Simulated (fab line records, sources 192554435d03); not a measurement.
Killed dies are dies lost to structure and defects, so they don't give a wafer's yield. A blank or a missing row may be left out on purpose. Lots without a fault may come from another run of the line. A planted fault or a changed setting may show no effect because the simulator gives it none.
Split-lot experiment | flow n5_finfet | 7 lots, 39 wafers read, on a route of 1938 steps

THE SPLIT
At N5_HKMG_FIN_DEVELOP_11 (develop time 30 s), the setting develop_time_s was moved away from the recipe's 30 s on 15 of the 39 wafers read, by -49.7% to +41.5%. The other wafers ran this setting at the recipe's value.

The file shows no step between the split and the reading.

THE READING
cd_nm, in nm, at N5_HKMG_FIN_CD_MEAS_12 (target cd 92.8 nm). Fault-free wafers of this fab line usually give 92.9 nm, standard deviation 0.62 nm.

wafer  | tool, chamber at the split | develop_time_s as run, s | against the recipe | cd_nm, nm | against lot-mates on the recipe
L076.1 | litho_track-04, 0          | 35.18                    | +17.3%             | 93.7      | +1.0
L076.2 | litho_track-04, 0          | 35.18                    | +17.3%             | 94.0      | +1.3
L076.3 | litho_track-04, 0          | 30                       | recipe             | 92.6      | -
L076.4 | litho_track-04, 0          | 30                       | recipe             | 92.7      | -
L076.5 | litho_track-04, 0          | 35.18                    | +17.3%             | 94.0      | +1.3
L076.6 | litho_track-04, 0          | 30                       | recipe             | 92.7      | -
L078.1 | litho_track-05, 0          | 17.54                    | -41.5%             | 90.2      | -3.1
L078.2 | litho_track-05, 0          | 30                       | recipe             | 93.2      | -
L078.3 | litho_track-05, 0          | 30                       | recipe             | 93.7      | -
L078.4 | litho_track-05, 0          | 17.54                    | -41.5%             | 91.1      | -2.2
L078.5 | litho_track-05, 0          | 17.54                    | -41.5%             | 90.6      | -2.7
L078.6 | litho_track-05, 0          | 30                       | recipe             | 93.1      | -
L080.1 | litho_track-04, 0          | 30                       | recipe             | 93.0      | -
L080.2 | litho_track-04, 0          | 30                       | recipe             | 93.1      | -
L080.4 | litho_track-04, 0          | 30                       | recipe             | 93.2      | -
L081.1 | litho_track-02, 0          | 30                       | recipe             | 92.9      | -
L081.2 | litho_track-02, 0          | 30                       | recipe             | 92.7      | -
L081.3 | litho_track-02, 0          | 30                       | recipe             | 93.1      | -
L081.4 | litho_track-02, 0          | 30                       | recipe             | 92.8      | -
L081.5 | litho_track-02, 0          | 30                       | recipe             | 92.5      | -
L081.6 | litho_track-02, 0          | 30                       | recipe             | 93.2      | -
L083.1 | litho_track-04, 0          | 15.09                    | -49.7%             | 90.1      | -3.3
L083.2 | litho_track-04, 0          | 15.09                    | -49.7%             | 90.5      | -2.9
L083.3 | litho_track-04, 0          | 30                       | recipe             | 93.4      | -
L083.4 | litho_track-04, 0          | 30                       | recipe             | 93.8      | -
L083.5 | litho_track-04, 0          | 30                       | recipe             | 93.0      | -
L083.6 | litho_track-04, 0          | 15.09                    | -49.7%             | 90.3      | -3.1
L090.1 | litho_track-04, 0          | 30                       | recipe             | 92.4      | -
L090.2 | litho_track-04, 0          | 42.44                    | +41.5%             | 94.4      | +2.4
L090.3 | litho_track-04, 0          | 42.44                    | +41.5%             | 94.1      | +2.1
L090.4 | litho_track-04, 0          | 30                       | recipe             | 92.0      | -
L090.5 | litho_track-04, 0          | 30                       | recipe             | 91.6      | -
L090.6 | litho_track-04, 0          | 42.44                    | +41.5%             | 94.3      | +2.3
L096.1 | litho_track-02, 0          | 30                       | recipe             | 92.4      | -
L096.2 | litho_track-02, 0          | 30                       | recipe             | 92.3      | -
L096.3 | litho_track-02, 0          | 39.43                    | +31.4%             | 94.1      | +1.7
L096.4 | litho_track-02, 0          | 39.43                    | +31.4%             | 93.4      | +1.0
L096.5 | litho_track-02, 0          | 39.43                    | +31.4%             | 94.7      | +2.3
L096.6 | litho_track-02, 0          | 30                       | recipe             | 92.6      | -

THE FIT
A straight line over all 39 wafers: cd_nm changes by +0.0464 nm for each +1% of develop_time_s; r = +0.92; the points scatter about the line by 0.48 nm.
The same after taking each lot's own level away (the mean of its wafers on the recipe; 39 wafers): +0.0601 nm for each +1%; r = +0.98; scatter 0.3 nm.
On that fit, the largest move of develop_time_s shifts the reading by 3 nm.
The lots' own levels span 92.00 to 93.40 nm, that is 2.3 times the standard deviation above.
So the lot-to-lot level changes the slope: the two fits differ.
Check: with one of the wafers moved furthest among these (-49.7%) left out of the fit, the line predicts -2.99 nm for it against its lot-mates. It came out at -3.3 nm against them.

OTHER SPLITS ON THESE WAFERS
These wafers also went through other splits before the reading. Each is held against what the fit with the lots' levels taken away leaves over:
other split on the same wafers           | wafers away from the commonest value | r with cd_nm (lot level and that fit taken away)
N5_PMOS_HMC_CHANNEL_EPI_HM_DEP_34 time_s | 12                                   | -0.23
N5_SD_EPI_N_EPI_21 epi_growth_time_s     | 15                                   | +0.00

THE FILE'S OWN FIT
cd_nm changes by +0.0601 nm for each +1% of develop_time_s, r = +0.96.
